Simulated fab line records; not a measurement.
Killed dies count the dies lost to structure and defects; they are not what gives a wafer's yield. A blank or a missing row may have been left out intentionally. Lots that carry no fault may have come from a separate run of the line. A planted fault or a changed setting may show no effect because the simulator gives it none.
The same fault as seen by 3 desks | flow n5-finfet | only its own numbers are on each desk; what lay behind them is given at the end

== DESK OF THE TOOL OWNER: rie-diel-05 ==
The tool's own readings at N5_BEOL_M9_ETCH_41 (etches SiCN in CH3F/O2, target depth 36.6 nm, time 70.1 s): means of the sampled wafers that have a number, for each lot that ran on this tool. A lot is out of limits, marked OUT, if its mean lies more than 4 standard deviations from the usual mean; the brackets give that distance.
Columns: A = drypump-motor-current-A at N5_BEOL_M9_ETCH_41, usual 5.6 A; B = oes-product-au at N5_BEOL_M9_ETCH_41, usual 0.77 a.u.; C = rf-vpp-V at N5_BEOL_M9_ETCH_41, usual 297.6 V; D = showerhead-plenum-p-Torr at N5_BEOL_M9_ETCH_41, usual 2.01 Torr; E = throttle-valve-pct at N5_BEOL_M9_ETCH_41, usual 16.42 %
lot  | first seen here | A   | B    | C     | D    | E
L410 | day 10 05:08    | 6.1 | 0.77 | 297.1 | 1.99 | 16.46
L417 | day 15 01:43    | 5.6 | 0.72 | 297.3 | 2.03 | 16.47
This desk found nothing out of limits on any of the 2 lots.

== THE DEFECT DESK ==
Per lot, the means of the sampled wafers with a number show what the inspections along the route counted. A lot is out of limits, marked OUT, if its mean lies more than 4 standard deviations from the usual mean; the brackets give that distance.
Columns: A = raw-defect-count at N5_BEOL_M9_INSPECT_30, usual 393
lot  | first seen here | A
L410 | day 10 04:47    | 409
L411 | day 10 09:44    | 443
L417 | day 15 01:22    | 396
L424 | day 15 15:53    | 434
L425 | day 16 08:46    | 371
This desk found nothing out of limits on any of the 5 lots.

== METROLOGY DESK ==
Means of the sampled wafers that have a number, per lot and without regard to the tool the lot ran on: this is what the gauges read. A lot is out of limits, marked OUT, if its mean lies more than 4 standard deviations from the usual mean; the brackets give that distance.
Columns: A = V8_OVL at N5_BEOL_M9_OVL_MEAS_29, usual -0.1 nm
lot  | first seen here | A
L410 | day 10 04:44    | -0.3
L411 | day 10 09:42    | -1.0
L417 | day 15 01:19    | 0.4
L424 | day 15 15:49    | 0.0
L425 | day 16 08:43    | 0.8
This desk found nothing out of limits on any of the 5 lots.

== ALL TOGETHER ==
The tool owner's desk saw nothing out of limits.
The defect desk saw nothing out of limits.
Metrology desk: nothing out of limits seen.

== WHAT THE SIMULATOR PUT IN ==
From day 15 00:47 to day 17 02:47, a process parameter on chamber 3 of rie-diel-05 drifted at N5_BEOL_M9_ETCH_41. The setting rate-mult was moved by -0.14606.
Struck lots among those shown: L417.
